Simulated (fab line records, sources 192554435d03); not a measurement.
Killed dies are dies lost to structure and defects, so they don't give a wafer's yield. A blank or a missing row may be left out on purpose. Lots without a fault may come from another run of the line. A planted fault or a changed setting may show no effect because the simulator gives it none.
fab line records | flow n5_finfet
record lots=24 wafers=72 last_day=17
route steps=1938 shown ILD0@335 SDB@359 DUMMY_REMOVAL@378
lots that met no fault: from a run of the same line without faults
start_h: hours from the record's first day to the start of the lot's first wafer shown | wait_h: hours since the lot's step before | " the same as in the row above | L1.1+2: a row that stands for several wafers | - no value, or no start given | * or withheld: withheld | < > ~ a bound
route shown NAME@n: a module of which the file shows steps, and the number in the route of the first | usual: mean/standard deviation of fault-free wafers | same: alike in all rows | chamber/n: place in a boat | sites: the reading at each site | _std_site: their standard deviation | _edge_site: outer sites' mean less inner sites' | radius_mm: how far each site lies from the wafer's centre | mask NAME#n: copy n | behind: the tool/chamber that last shaped the wafer | hold: why the lot was held/for how many hours/how that ended | device: the transistor (n, p or np) that didn't switch | end of line: the same wafers' tests at the end of the route | a step without rows: its recipe alone | killed: dies lost to structure and defects at the first sort, not the wafer's yield | map: a wafer's dies, x killed, . not, _ none there
set.NAME: the setting as run; set.NAME@STEP: as run at that earlier step | model.NAME: the simulator's own value behind a step, which no gauge read
steps of the route over a sample of lots; a table a step, a row a wafer
services: from which hour (start_h, from the record's first day; less than 0 if before it) a tool's chamber was out of use, for how many hours, and why
## steps
# step N5_ILD0_LINER_00
# recipe material=SiNx target_thk_a=40 temp_c=400 ald_precursor_family=SiH2I2 ald_co_reactant=N2/H2-plasma pulse_time_s=1 purge_time_s=2 co_reactant_purge_time_s=2 ald_cycles=80 pressure_torr=2
# usual heater_power_w=846/83 precursor_pulse_height_rel=0.997/0.02 susceptor_temp_C=400.00/0.21
# columns lot.wafer tool chamber start_h wait_h heater_power_w precursor_pulse_height_rel susceptor_temp_C
L074.2 ald_sin-01 0 63.68 0.3 810 0.967 399.89
L074.3 " 2 " " 906 0.992 400.33
L074.4 " 1 " " 780 1.004 399.70
L075.1 ald_sin-04 3 65.68 0.0 734 1.017 399.61
L075.4 " 1 " " 952 1.028 400.09
L075.5 " 2 " " 872 1.022 400.33
L076.3 ald_sin-01 2 72.26 0.0 934 0.978 399.89
L076.5 " 3 " " 971 1.007 400.19
L076.6 " 2 " " 923 0.986 400.22
L077.2 ald_sin-04 3 76.67 0.0 724 1.018 400.33
L077.3 " 2 " " 891 1.039 400.23
L077.4 " 0 " " 874 0.997 399.25
L078.1 ald_sin-04 1 83.62 0.0 929 1.011 400.26
L078.4 " 2 " " 892 1.034 399.81
L078.5 " 3 " " 740 0.990 399.75
L079.1 ald_sin-01 0 90.43 0.1 823 0.973 400.00
L079.4 " 2 " " 922 0.988 400.00
L079.6 " 0 " " 844 1.013 400.11
L080.3 ald_sin-04 0 94.94 0.0 861 1.030 399.78
L080.4 " 1 " " 940 0.994 400.08
L080.5 " 2 " " 912 0.979 400.38
L081.3 ald_sin-03 2 102.10 0.0 653 0.984 400.01
L081.5 " 1 " " 792 1.018 400.12
L081.6 " 2 " " 663 0.988 400.05
L082.1 ald_sin-01 2 107.07 0.0 938 0.998 399.82
L082.4 " 1 " " 762 1.001 399.84
L082.6 " 1 " " 781 1.007 400.26
L083.1 ald_sin-04 2 113.43 0.0 880 0.993 400.15
L083.4 " 1 " " 944 1.005 399.84
L083.5 " 3 " " 751 1.023 400.12
L084.1 ald_sin-03 3 119.58 0.0 735 0.998 399.75
L084.2 " 1 " " 798 0.961 399.87
L084.6 " 0 " " 874 1.000 399.85
L085.3 ald_sin-03 2 124.79 0.1 678 0.974 399.88
L085.5 " 2 " " 688 0.951 399.97
L085.6 " 3 " " 772 1.030 400.11
L086.1 ald_sin-03 2 135.51 0.0 665 0.977 400.00
L086.5 " 0 " " 848 0.995 399.83
L086.6 " 3 " " 780 0.994 400.01
L087.1 ald_sin-01 2 138.02 0.0 921 1.038 400.26
L087.2 " 1 " " 783 1.014 399.84
L087.3 " 0 " " 817 1.027 399.73
L088.2 ald_sin-04 0 146.69 0.1 895 0.983 399.81
L088.5 " 3 " " 747 1.007 399.65
L088.6 " 2 " " 886 0.964 400.16
L089.1 ald_sin-04 0 149.00 0.0 892 0.994 400.24
L089.4 " 1 " " 954 0.973 400.43
L089.6 " 1 " " 954 0.989 399.95
L090.2 ald_sin-04 2 153.94 0.0 880 0.995 399.75
L090.3 " 1 " " 944 1.003 400.28
L090.6 " 2 " " 891 1.018 400.21
L091.1 ald_sin-01 0 161.40 0.6 849 1.008 400.00
L091.2 " 3 " " 965 0.996 400.16
L091.3 " 1 " " 775 0.998 399.93
L092.2 ald_sin-03 3 171.27 0.0 741 1.000 400.12
L092.4 " 0 " " 848 1.001 399.86
L092.5 " 0 " " 863 1.005 400.12
L093.1 ald_sin-01 0 175.71 0.0 843 1.022 400.32
L093.5 " 1 " " 776 0.994 399.59
L093.6 " 0 " " 836 0.996 399.87
L094.1 ald_sin-01 3 182.17 0.0 972 0.984 399.86
L094.3 " 1 " " 759 0.983 399.96
L094.4 " 2 " " 912 0.983 400.03
L095.2 ald_sin-01 0 184.73 0.5 845 0.945 399.77
L095.4 " 3 " " 915 1.010 400.34
L095.5 " 0 " " 836 0.983 399.88
L096.1 ald_sin-01 0 195.56 0.0 822 0.972 400.10
L096.3 " 3 " " 951 0.989 399.72
L096.6 " 3 " " 1006 0.986 399.80
L097.3 ald_sin-04 3 196.56 0.1 741 0.986 400.03
L097.4 " 2 " " 875 1.012 400.06
L097.6 " 3 " " 736 1.025 399.76
# step N5_ILD0_CMP_03
# recipe stop_on=SiNx t_overpolish_s=1.9 post_cmp_clean=alkaline_brush down_force_psi=4.1491 platen_rpm=51.796 pad_velocity_m_s=1.0306 target_thk_nm=197.38
# usual motor_current_A=13.0/1.4 overpolish_run_s=1.900/0.0091 slurry_flow_ml_min=150.1/0.46 time_to_endpoint_s=71/3.6
# columns lot.wafer tool chamber start_h wait_h motor_current_A overpolish_run_s slurry_flow_ml_min time_to_endpoint_s
L074.2 cmp-02 0 66.73 0.0 10.4 1.890 150.2 66
L074.3 " 1 " " 13.9 1.901 150.4 69
L074.4 " 2 " " 11.6 1.895 150.3 70
L075.1 cmp-04 2 68.09 0.1 14.6 1.895 149.8 67
L075.4 " 0 " " 11.5 1.907 150.3 66
L075.5 " 2 " " 14.5 1.901 150.5 68
L076.3 cmp-03 2 74.70 0.1 13.3 1.901 150.0 72
L076.6 " 0 " " 12.9 1.889 150.5 70
L076.5 " 1 " " 13.9 1.893 150.3 73
L077.4 cmp-04 3 79.04 0.0 13.0 1.910 149.7 68
L077.3 " 0 " " 10.4 1.900 150.2 67
L077.2 " 2 " " 14.3 1.910 150.0 68
L078.1 cmp-03 2 85.99 0.0 13.6 1.911 149.9 75
L078.4 " 0 " " 12.4 1.901 150.6 77
L078.5 " 2 " " 13.7 1.884 150.9 78
L079.4 cmp-03 0 92.87 0.1 12.3 1.918 150.3 76
L079.1 " 2 " " 13.1 1.900 149.9 77
L079.6 " 3 " " 12.8 1.896 149.9 79
L080.3 cmp-04 3 97.36 0.1 12.9 1.897 149.7 70
L080.4 " 1 " " 14.8 1.909 150.4 67
L080.5 " 3 " " 13.8 1.897 150.8 71
L081.3 cmp-02 1 104.50 0.1 14.7 1.904 150.3 73
L081.5 " 0 " " 10.2 1.903 150.0 75
L081.6 " 1 " " 14.6 1.902 150.2 75
L082.1 cmp-04 2 109.47 0.1 13.9 1.893 150.9 69
L082.4 " 3 " " 13.6 1.897 151.0 67
L082.6 " 2 " " 14.4 1.903 150.7 66
L083.4 cmp-03 0 115.79 0.0 12.7 1.912 150.7 79
L083.1 " 1 " " 13.2 1.899 150.4 74
L083.5 " 1 " " 13.5 1.895 149.7 77
L084.2 cmp-04 0 122.00 0.1 11.2 1.891 149.5 67
L084.1 " 1 " " 14.1 1.895 150.5 69
L084.6 " 3 " " 13.4 1.897 150.7 65
L085.3 cmp-03 2 127.23 0.1 14.1 1.908 149.4 77
L085.6 " 0 " " 12.1 1.894 150.1 74
L085.5 " 1 " " 13.8 1.911 150.2 76
L086.1 cmp-02 1 137.98 0.1 14.3 1.907 150.9 67
L086.5 " 2 " " 11.6 1.916 149.8 70
L086.6 " 3 " " 12.3 1.909 150.3 70
L087.1 cmp-03 0 140.38 0.0 12.1 1.905 149.3 78
L087.2 " 1 " " 13.5 1.898 149.6 77
L087.3 " 2 " " 12.9 1.899 150.8 78
L088.2 cmp-04 1 149.28 0.3 14.8 1.894 150.7 71
L088.6 " 0 " " 11.1 1.897 149.7 70
L088.5 " 1 " " 14.4 1.888 149.7 69
L089.1 cmp-04 3 151.38 0.0 13.3 1.888 148.8 68
L089.4 " 0 " " 10.5 1.904 149.6 71
L089.6 " 0 " " 11.0 1.906 149.5 70
L090.2 cmp-04 3 156.31 0.0 13.7 1.909 149.4 66
L090.3 " 2 " " 13.4 1.895 150.4 66
L090.6 " 3 " " 14.6 1.919 150.0 68
L091.3 cmp-02 1 163.76 0.0 13.8 1.895 150.0 71
L091.1 " 3 " " 11.8 1.907 149.1 71
L091.2 " 0 " " 10.4 1.899 150.2 70
L092.2 cmp-04 2 173.67 0.1 13.4 1.880 150.3 70
L092.4 " 3 " " 13.9 1.898 150.6 71
L092.5 " 1 " " 13.9 1.891 149.7 70
L093.1 cmp-04 2 178.12 0.1 14.9 1.893 149.8 70
L093.5 " 1 " " 13.9 1.909 149.6 67
L093.6 " 2 " " 13.9 1.892 150.3 70
L094.4 cmp-02 2 184.55 0.0 11.5 1.902 150.1 72
L094.1 " 0 " " 10.8 1.902 150.5 67
L094.3 " 1 " " 14.4 1.900 149.8 67
L095.2 cmp-04 2 187.10 0.0 14.2 1.901 149.9 66
L095.4 " 3 " " 13.2 1.884 150.6 67
L095.5 " 2 " " 13.4 1.901 149.8 70
L096.1 cmp-02 3 198.37 0.1 11.4 1.923 149.8 70
L096.3 " 0 " " 10.9 1.914 149.7 69
L096.6 " 2 " " 12.2 1.905 150.1 72
L097.3 cmp-04 2 198.94 0.0 13.6 1.909 150.3 71
L097.4 " 1 " " 14.6 1.896 150.3 73
L097.6 " 2 " " 14.2 1.914 150.6 69
# step N5_SDB_DESCUM_16
# recipe chemistry=O2 time_s=7.9 source_power_w=50 bias_power_w=20 pressure_mtorr=20 rf_frequency_hz=2.712e+07 temp_c=40 resist=CAR-ArF o2_flow_sccm=225
# usual drypump_motor_current_A=5.9/0.43 o2_flow_sccm=225.1/0.62 oes_product_au=0.80/0.092 rf_fwd_power_W=49.40/0.21 rf_vpp_V=243.4/1.6 showerhead_plenum_p_Torr=2.10/0.081 throttle_valve_pct=20.28/0.23
# columns lot.wafer tool chamber start_h wait_h drypump_motor_current_A o2_flow_sccm oes_product_au rf_fwd_power_W rf_hours_counter_h rf_vpp_V showerhead_plenum_p_Torr throttle_valve_pct
L074.2 rie_diel-06 1 71.62 0.5 6.5 224.8 0.93 49.15 26 244.0 2.23 20.28
L074.3 " 2 " " 5.6 224.5 0.81 49.63 113 241.7 2.02 20.37
L074.4 " 1 " " 6.4 225.5 0.92 49.23 - 245.3 2.23 20.28
L075.1 rie_diel-06 3 72.81 0.0 6.6 224.0 0.72 49.26 190 241.7 1.99 20.03
L075.4 " 1 " " 6.5 225.5 0.93 49.46 - 246.5 2.23 20.27
L075.5 " 2 " " 5.6 226.4 0.80 49.33 - 244.5 2.02 20.37
L076.3 rie_diel-06 3 79.21 0.0 6.6 225.2 0.71 49.35 192 241.4 1.99 20.04
L076.5 " 3 " " 6.6 224.8 0.71 49.42 - 240.0 1.98 20.05
L076.6 " 2 " " 5.6 225.1 0.79 49.73 - 242.7 2.02 20.36
L077.2 rie_diel-06 2 83.47 0.0 5.6 224.4 0.81 49.43 118 240.7 2.02 20.38
L077.3 " 1 " " 6.5 225.1 0.92 49.27 30 246.6 2.23 20.29
L077.4 " 1 " " 6.5 226.1 0.93 49.37 - 244.4 2.23 20.29
L078.1 rie_diel-04 1 90.46 0.1 6.0 225.1 0.90 49.61 29 244.2 2.13 19.94
L078.4 " 2 " " 6.0 224.7 0.85 49.42 58 244.2 2.13 20.56
L078.5 " 3 " " 5.6 224.8 0.69 49.42 - 243.8 2.15 20.38
L079.1 rie_diel-05 1 97.66 0.0 5.6 225.0 0.78 49.08 104 247.0 2.19 20.11
L079.4 " 0 " " 5.0 224.3 0.70 49.32 245 241.9 1.97 20.74
L079.6 " 1 " " 5.6 225.4 0.78 49.22 - 244.9 2.19 20.15
L080.3 rie_diel-04 1 102.65 0.0 6.0 224.6 0.90 49.83 33 244.0 2.13 19.92
L080.4 " 0 " " 5.4 224.7 0.92 49.42 21 245.2 2.14 20.31
L080.5 " 3 " " 5.6 224.7 0.70 49.50 - 243.0 2.15 20.38
L081.3 rie_diel-05 0 110.07 1.2 5.1 226.2 0.70 49.47 250 240.4 1.97 20.77
L081.5 " 0 " " 5.1 225.1 0.70 49.36 - 241.5 1.97 20.75
L081.6 " 1 " " 5.6 226.3 0.78 49.41 - 244.6 2.19 20.15
L082.1 rie_diel-05 1 113.91 0.0 5.7 225.0 0.77 49.37 110 243.8 2.19 20.14
L082.4 " 3 " " 5.9 224.4 0.69 49.45 - 241.6 2.07 20.55
L082.6 " 1 " " 5.7 224.9 0.77 49.44 - 245.7 2.19 20.15
L083.1 rie_diel-06 3 120.28 0.0 6.6 226.2 0.70 49.17 212 241.9 1.98 20.08
L083.4 " 2 " " 5.6 225.8 0.78 49.70 - 243.0 2.01 20.42
L083.5 " 3 " " 6.6 225.9 0.70 49.26 - 242.3 1.98 20.08
L084.1 rie_diel-05 3 126.40 0.0 5.9 225.3 0.68 49.57 221 242.4 2.07 20.56
L084.2 " 1 " " 5.7 225.7 0.77 49.39 116 244.1 2.19 20.15
L084.6 " 2 " " 5.8 225.7 0.97 49.49 - 243.4 2.14 19.80
L085.3 rie_diel-04 0 131.59 0.0 5.4 225.6 0.90 49.50 33 244.0 2.14 20.33
L085.5 " 3 " " 5.6 224.7 0.69 49.47 - 245.4 2.14 20.41
L085.6 " 0 " " 5.4 225.0 0.90 49.39 - 243.7 2.14 20.32
L086.1 rie_diel-05 2 142.31 0.0 5.8 224.5 0.95 49.47 9 244.5 2.14 19.83
L086.5 " 3 " " 5.9 225.2 0.67 49.78 - 242.2 2.06 20.55
L086.6 " 0 " " 5.0 225.0 0.96 49.38 - 246.1 2.23 20.35
L087.1 rie_diel-04 1 144.83 0.1 6.0 224.6 0.87 49.49 46 244.1 2.13 19.95
L087.2 " 0 " " 5.5 225.6 0.89 49.52 39 243.0 2.14 20.32
L087.3 " 2 " " 5.9 225.6 0.81 49.53 80 242.8 2.12 20.59
L088.2 rie_diel-06 3 153.76 0.0 6.6 225.3 0.68 49.21 224 241.6 1.97 20.09
L088.5 " 0 " " 5.9 225.3 0.74 49.42 - 242.9 2.10 20.29
L088.6 " 3 " " 6.6 224.6 0.69 49.40 - 241.6 1.97 20.08
L089.1 rie_diel-06 2 156.03 0.4 5.6 224.7 0.78 49.65 148 241.5 2.01 20.44
L089.4 " 1 " " 6.4 225.2 0.87 49.19 61 244.1 2.22 20.33
L089.6 " 0 " " 5.9 225.7 0.75 49.35 - 243.5 2.10 20.31
L090.2 rie_diel-06 2 160.70 0.0 5.6 225.1 0.77 49.67 149 242.2 2.01 20.42
L090.3 " 3 " " 6.6 225.3 0.69 49.23 227 239.2 1.97 20.10
L090.6 " 2 " " 5.6 224.3 0.77 49.79 - 242.8 2.01 20.42
L091.1 rie_diel-05 2 168.31 0.1 5.8 223.5 0.92 49.32 19 245.5 2.14 19.81
L091.2 " 3 " " 5.9 225.6 0.66 49.10 239 243.1 2.06 20.57
L091.3 " 1 " " 5.7 224.8 0.75 49.40 134 244.1 2.18 20.18
L092.2 rie_diel-04 2 178.06 0.0 5.9 225.4 0.81 49.53 91 243.7 2.11 20.61
L092.4 " 0 " " 5.4 226.0 0.88 49.26 50 243.7 2.13 20.34
L092.5 " 1 " " 6.0 224.9 0.86 49.71 - 245.2 2.12 19.97
L093.1 rie_diel-06 3 183.28 0.7 6.6 226.2 0.69 49.39 236 242.7 1.97 20.10
L093.5 " 3 " " 6.6 226.4 0.68 49.48 - 241.3 1.97 20.12
L093.6 " 2 " " 5.6 225.4 0.77 49.58 - 243.0 2.00 20.43
L094.1 rie_diel-04 2 188.86 0.0 5.9 224.9 0.81 49.46 95 243.8 2.11 20.63
L094.3 " 0 " " 5.4 225.3 0.87 49.07 54 243.9 2.13 20.36
L094.4 " 1 " " 6.0 224.7 0.85 49.76 61 243.6 2.12 19.98
L095.2 rie_diel-04 1 191.40 0.0 6.0 224.7 0.85 49.75 62 243.9 2.12 19.97
L095.4 " 3 " " 5.6 224.9 0.95 49.28 - 243.2 2.14 20.03
L095.5 " 1 " " 6.0 224.3 0.84 49.68 - 244.0 2.12 19.97
L096.1 rie_diel-04 0 203.01 0.0 5.4 226.1 0.87 49.45 55 243.0 2.13 20.34
L096.3 " 2 " " 5.9 224.1 0.80 49.05 101 243.4 2.11 20.64
L096.6 " 0 " " 5.4 224.9 0.86 49.54 - 243.5 2.13 20.36
L097.3 rie_diel-05 1 203.81 0.4 5.6 225.0 0.74 49.24 144 245.7 2.18 20.20
L097.4 " 2 " " 5.8 225.9 0.91 49.69 29 246.1 2.14 19.83
L097.6 " 3 " " 5.9 226.1 0.65 49.54 - 241.9 2.06 20.62
# step N5_SDB_THK_MEAS_31
# recipe reads=a-Si_of_DUMMY_GATE_CVD_03
# usual SDB_THK=64.2/0.99
# columns lot.wafer tool chamber start_h wait_h SDB_THK[nm]
L074.2 film_metro-02 - 75.44 - 66.2
L074.3 " - " " 66.2
L074.4 " - " " 66.6
L075.1 film_metro-02 - 77.27 - 63.8
L075.4 " - " " 64.5
L075.5 " - " " 63.6
L076.3 film_metro-01 - 83.50 - 64.2
L076.5 " - " " 63.3
L076.6 " - " " 64.2
L077.2 film_metro-01 - 87.57 - 65.2
L077.3 " - " " 63.7
L077.4 " - " " 64.3
L078.1 film_metro-02 - 94.84 - 66.4
L078.4 " - " " 65.0
L078.5 " - " " 63.5
L079.1 film_metro-01 - 101.49 - 64.6
L079.4 " - " " 64.3
L079.6 " - " " 64.3
L080.3 film_metro-01 - 106.48 - 63.2
L080.4 " - " " 63.7
L080.5 " - " " 62.6
L081.3 film_metro-02 - 113.92 - 65.1
L081.5 " - " " 65.0
L081.6 " - " " 65.7
L082.1 film_metro-01 - 117.78 - 65.0
L082.4 " - " " 64.4
L082.6 " - " " 64.7
L083.1 film_metro-02 - 124.34 - 64.0
L083.4 " - " " 64.9
L083.5 " - " " 63.8
L084.1 film_metro-02 - 131.18 - 63.5
L084.2 " - " " 65.5
L084.6 " - " " 63.8
L085.3 film_metro-01 - 135.47 - 66.6
L085.5 " - " " 65.6
L085.6 " - " " 65.6
L086.1 film_metro-02 - 147.01 - 62.9
L086.5 " - " " 63.1
L086.6 " - " " 63.6
L087.1 film_metro-01 - 149.31 - 65.1
L087.2 " - " " 65.7
L087.3 " - " " 65.3
L088.2 film_metro-02 - 157.62 - 63.3
L088.5 " - " " 63.2
L088.6 " - " " 64.7
L089.1 film_metro-02 - 159.86 - 63.4
L089.4 " - " " 64.3
L089.6 " - " " 66.2
L090.2 film_metro-02 - 164.82 - 64.6
L090.3 " - " " 63.8
L090.6 " - " " 64.0
L091.1 film_metro-01 - 172.13 - 63.7
L091.2 " - " " 63.6
L091.3 " - " " 64.2
L092.2 film_metro-02 - 182.00 - 64.6
L092.4 " - " " 64.7
L092.5 " - " " 64.2
L093.1 film_metro-02 - 188.09 - 62.4
L093.5 " - " " 64.9
L093.6 " - " " 63.7
L094.1 film_metro-01 - 192.68 - 61.4
L094.3 " - " " 62.8
L094.4 " - " " 62.5
L095.2 film_metro-02 - 195.52 - 64.2
L095.4 " - " " 64.0
L095.5 " - " " 63.3
L096.1 film_metro-01 - 207.50 - 64.5
L096.3 " - " " 65.1
L096.6 " - " " 64.9
L097.3 film_metro-02 - 207.76 - 64.3
L097.4 " - " " 65.4
L097.6 " - " " 63.6
# step N5_DUMMY_REMOVAL_STRIP_10
# recipe chemistry=N2/H2 time_s=40 power_w=100 temp_c=40 pressure_mtorr=100 rf_frequency_hz=6e+07 bias_power_w=3 n2_flow_sccm=300 h2_flow_sccm=300
# usual drypump_motor_current_A=5.7/0.48 n2_flow_sccm=300.0/0.87 oes_product_au=0.82/0.086 rf_vpp_V=45.4/0.76 showerhead_plenum_p_Torr=3.43/0.1 throttle_valve_pct=12.09/0.26
# columns lot.wafer tool chamber start_h wait_h drypump_motor_current_A n2_flow_sccm oes_product_au rf_hours_counter_h rf_vpp_V showerhead_plenum_p_Torr throttle_valve_pct
L074.2 rie_diel-01 2 75.54 0.0 4.9 299.6 0.86 47 45.3 3.30 11.75
L074.3 " 0 " " 5.8 299.1 0.90 16 44.2 3.58 12.03
L074.4 " 3 " " 5.5 301.4 0.96 9 44.9 3.45 11.88
L075.1 rie_diel-01 2 77.39 0.0 4.9 300.7 0.88 49 44.3 3.29 11.75
L075.4 " 0 " " 5.8 301.3 0.90 16 44.7 3.58 12.03
L075.5 " 3 " " 5.6 299.7 0.95 - 45.7 3.45 11.88
L076.3 rie_diel-02 1 83.62 0.0 5.8 299.6 0.71 210 45.9 3.34 12.58
L076.5 " 0 " " 6.1 300.4 0.79 - 44.8 3.54 11.98
L076.6 " 1 " " 5.8 299.7 0.71 - 45.7 3.34 12.59
L077.2 rie_diel-03 2 87.86 0.0 6.4 300.4 0.95 7 44.7 3.61 11.92
L077.3 " 0 " " 5.7 300.0 0.69 250 44.3 3.33 12.20
L077.4 " 0 " " 5.7 299.6 0.68 - 45.8 3.33 12.20
L078.1 rie_diel-01 3 94.93 0.0 5.5 298.9 0.94 14 46.2 3.44 11.89
L078.4 " 0 " " 5.8 298.2 0.89 21 45.9 3.57 12.04
L078.5 " 0 " " 5.8 300.4 0.90 - 45.9 3.57 12.02
L079.1 rie_diel-02 0 101.58 0.0 6.1 300.8 0.78 122 46.7 3.54 11.97
L079.4 " 2 " " 5.1 300.9 0.85 61 45.3 3.29 12.06
L079.6 " 3 " " 4.9 299.5 0.71 - 45.8 3.47 12.36
L080.3 rie_diel-01 1 106.57 0.0 5.7 300.7 0.80 113 45.3 3.40 12.07
L080.4 " 3 " " 5.6 300.5 0.93 18 45.1 3.44 11.90
L080.5 " 2 " " 4.9 300.6 0.86 - 45.9 3.29 11.76
L081.3 rie_diel-02 3 114.13 0.0 4.9 299.1 0.71 213 45.0 3.47 12.37
L081.5 " 2 " " 5.1 300.1 0.84 - 46.3 3.29 12.08
L081.6 " 1 " " 5.8 299.0 0.71 - 45.8 3.34 12.60
L082.1 rie_diel-03 1 118.02 0.0 6.6 299.9 0.74 182 45.5 3.49 12.29
L082.4 " 0 " " 5.7 297.9 1.02 0 44.9 3.33 11.56
L082.6 " 2 " " 6.4 300.1 0.91 - 45.0 3.60 11.93
L083.1 rie_diel-03 1 124.44 0.0 6.6 300.3 0.74 183 45.7 3.49 12.27
L083.4 " 3 " " 5.7 300.5 0.95 8 46.3 3.45 11.95
L083.5 " 3 " " 5.8 300.8 0.95 - 45.5 3.45 11.91
L084.1 rie_diel-01 3 131.41 0.0 5.5 299.5 0.91 25 44.5 3.44 11.93
L084.2 " 0 " " 5.8 298.9 0.87 34 44.0 3.57 12.07
L084.6 " 3 " " 5.6 300.1 0.91 - 45.9 3.44 11.93
L085.3 rie_diel-01 1 135.77 0.0 5.7 301.0 0.80 122 45.2 3.40 12.09
L085.5 " 1 " " 5.7 301.2 0.79 - 45.3 3.40 12.10
L085.6 " 0 " " 5.8 299.6 0.87 - 46.8 3.57 12.08
L086.1 rie_diel-02 0 147.11 0.0 6.1 300.2 0.77 134 45.9 3.53 11.99
L086.5 " 0 " " 6.1 300.4 0.78 - 45.4 3.53 12.01
L086.6 " 1 " " 5.8 299.2 0.70 - 45.0 3.33 12.63
L087.1 rie_diel-02 3 149.41 0.0 4.9 300.0 0.70 226 44.1 3.46 12.39
L087.2 " 2 " " 5.1 300.4 0.82 78 44.8 3.28 12.12
L087.3 " 0 " " 6.1 300.2 0.76 135 46.4 3.53 12.01
L088.2 rie_diel-01 0 157.71 0.0 5.8 298.8 0.86 43 45.4 3.56 12.09
L088.5 " 0 " " 5.8 301.0 0.85 - 44.2 3.56 12.09
L088.6 " 3 " " 5.5 300.7 0.89 - 45.5 3.44 11.93
L089.1 rie_diel-02 2 159.95 0.0 5.1 300.8 0.82 81 44.6 3.28 12.12
L089.4 " 3 " " 4.9 300.5 0.69 229 45.0 3.46 12.40
L089.6 " 1 " " 5.8 299.8 0.69 - 46.7 3.33 12.65
L090.2 rie_diel-02 2 165.10 0.0 5.0 299.3 0.82 82 46.0 3.28 12.12
L090.3 " 1 " " 5.8 298.5 0.70 237 44.4 3.33 12.66
L090.6 " 1 " " 5.8 298.5 0.70 - 45.6 3.33 12.66
L091.1 rie_diel-03 1 172.23 0.0 6.6 300.5 0.73 198 45.3 3.48 12.32
L091.2 " 3 " " 5.8 299.6 0.92 23 45.4 3.44 11.97
L091.3 " 0 " " 5.7 300.3 0.95 16 45.2 3.32 11.62
L092.2 rie_diel-01 2 182.10 0.0 4.9 299.9 0.83 81 45.0 3.28 11.83
L092.4 " 3 " " 5.6 300.1 0.89 36 45.9 3.43 11.95
L092.5 " 0 " " 5.8 301.0 0.84 - 44.9 3.56 12.10
L093.1 rie_diel-01 2 188.22 0.0 4.9 299.9 0.83 83 43.5 3.28 11.85
L093.5 " 1 " " 5.7 299.2 0.77 - 46.5 3.39 12.13
L093.6 " 0 " " 5.8 298.7 0.84 - 44.7 3.56 12.12
L094.1 rie_diel-03 3 192.78 0.0 5.8 300.6 0.90 28 45.1 3.44 12.00
L094.3 " 2 " " 6.4 300.5 0.87 41 45.7 3.59 12.00
L094.4 " 0 " " 5.7 301.3 0.93 22 45.5 3.31 11.62
L095.2 rie_diel-03 3 195.62 0.0 5.7 299.1 0.90 29 46.4 3.44 11.99
L095.4 " 1 " " 6.6 301.1 0.73 205 44.0 3.48 12.35
L095.5 " 3 " " 5.8 299.3 0.90 - 44.9 3.44 11.97
L096.1 rie_diel-01 1 207.60 0.0 5.7 300.6 0.78 143 45.1 3.39 12.17
L096.3 " 0 " " 5.8 299.4 0.83 55 45.0 3.56 12.10
L096.6 " 3 " " 5.5 298.4 0.89 - 45.7 3.43 11.96
L097.3 rie_diel-02 2 207.85 0.0 5.1 300.1 0.80 91 45.8 3.28 12.13
L097.4 " 1 " " 5.8 300.0 0.68 - 44.0 3.32 12.68
L097.6 " 3 " " 4.9 300.6 0.69 - 45.2 3.46 12.44
# step N5_DUMMY_REMOVAL_INSPECT_06
# recipe inspect_instrument=brightfield mode=aei
# usual raw_defect_count=11/5
# columns lot.wafer tool chamber start_h wait_h raw_defect_count
L074.2 defect_inspect-02 - 75.70 0.0 9
L074.3 " - " " 12
L074.4 " - " " 8
L075.1 defect_inspect-02 - 77.55 0.0 9
L075.4 " - " " 10
L075.5 " - " " 9
L076.3 defect_inspect-02 - 83.78 0.0 27
L076.5 " - " " 20
L076.6 " - " " 20
L077.2 defect_inspect-02 - 88.02 0.0 6
L077.3 " - " " 11
L077.4 " - " " 9
L078.1 defect_inspect-01 - 95.09 0.0 18
L078.4 " - " " 12
L078.5 " - " " 15
L079.1 defect_inspect-02 - 101.74 0.0 11
L079.4 " - " " 11
L079.6 " - " " 7
L080.3 defect_inspect-02 - 106.78 0.0 17
L080.4 " - " " 14
L080.5 " - " " 8
L081.3 defect_inspect-01 - 114.33 0.0 9
L081.5 " - " " 6
L081.6 " - " " 11
L082.1 defect_inspect-01 - 118.18 0.0 4
L082.4 " - " " 10
L082.6 " - " " 10
L083.1 defect_inspect-01 - 124.60 0.0 13
L083.4 " - " " 5
L083.5 " - " " 9
L084.1 defect_inspect-01 - 131.57 0.0 6
L084.2 " - " " 11
L084.6 " - " " 8
L085.3 defect_inspect-02 - 135.94 0.0 5
L085.5 " - " " 6
L085.6 " - " " 5
L086.1 defect_inspect-01 - 147.28 0.0 6
L086.5 " - " " 4
L086.6 " - " " 13
L087.1 defect_inspect-02 - 149.57 0.0 10
L087.2 " - " " 4
L087.3 " - " " 10
L088.2 defect_inspect-02 - 157.87 0.0 13
L088.5 " - " " 9
L088.6 " - " " 6
L089.1 defect_inspect-02 - 160.11 0.0 17
L089.4 " - " " 9
L089.6 " - " " 18
L090.2 defect_inspect-01 - 165.26 0.0 16
L090.3 " - " " 21
L090.6 " - " " 19
L091.1 defect_inspect-02 - 172.43 0.0 11
L091.2 " - " " 11
L091.3 " - " " 8
L092.2 defect_inspect-02 - 182.26 0.0 11
L092.4 " - " " 5
L092.5 " - " " 11
L093.1 defect_inspect-02 - 188.38 0.0 18
L093.5 " - " " 5
L093.6 " - " " 11
L094.1 defect_inspect-02 - 192.94 0.0 12
L094.3 " - " " 16
L094.4 " - " " 12
L095.2 defect_inspect-01 - 195.78 0.0 10
L095.4 " - " " 11
L095.5 " - " " 10
L096.1 defect_inspect-01 - 207.77 0.0 5
L096.3 " - " " 18
L096.6 " - " " 13
L097.3 defect_inspect-01 - 208.01 0.0 6
L097.4 " - " " 14
L097.6 " - " " 13
## services
# columns tool chamber start_h hours kind
cmp-04 - 39.82 0.4 repair
cmp-04 - 49.55 4.0 pm
cmp-03 - 62.76 1.4 repair
rie_diel-03 2 73.19 12.5 repair
cmp-04 - 81.23 0.3 repair
cmp-04 - 87.50 0.6 repair
cmp-04 - 88.29 5.5 pm
ald_sin-01 3 88.34 2.6 repair
rie_diel-02 3 88.48 5.4 repair
cmp-04 - 100.79 0.7 repair
rie_diel-04 1 104.02 9.3 repair
cmp-04 - 104.28 4.8 pm
cmp-02 - 118.16 4.0 pm
rie_diel-05 2 132.80 6.0 repair
rie_diel-01 3 135.89 14.2 repair
rie_diel-02 0 141.71 3.3 repair
cmp-03 - 148.96 0.9 repair
rie_diel-03 3 151.46 4.3 repair
cmp-04 - 159.52 1.4 repair
rie_diel-03 2 170.31 8.0 repair
cmp-04 - 171.25 1.6 repair
cmp-04 - 189.08 0.5 repair
cmp-04 - 200.94 6.7 repair
ald_sin-01 2 201.46 2.2 repair
## key
fault none
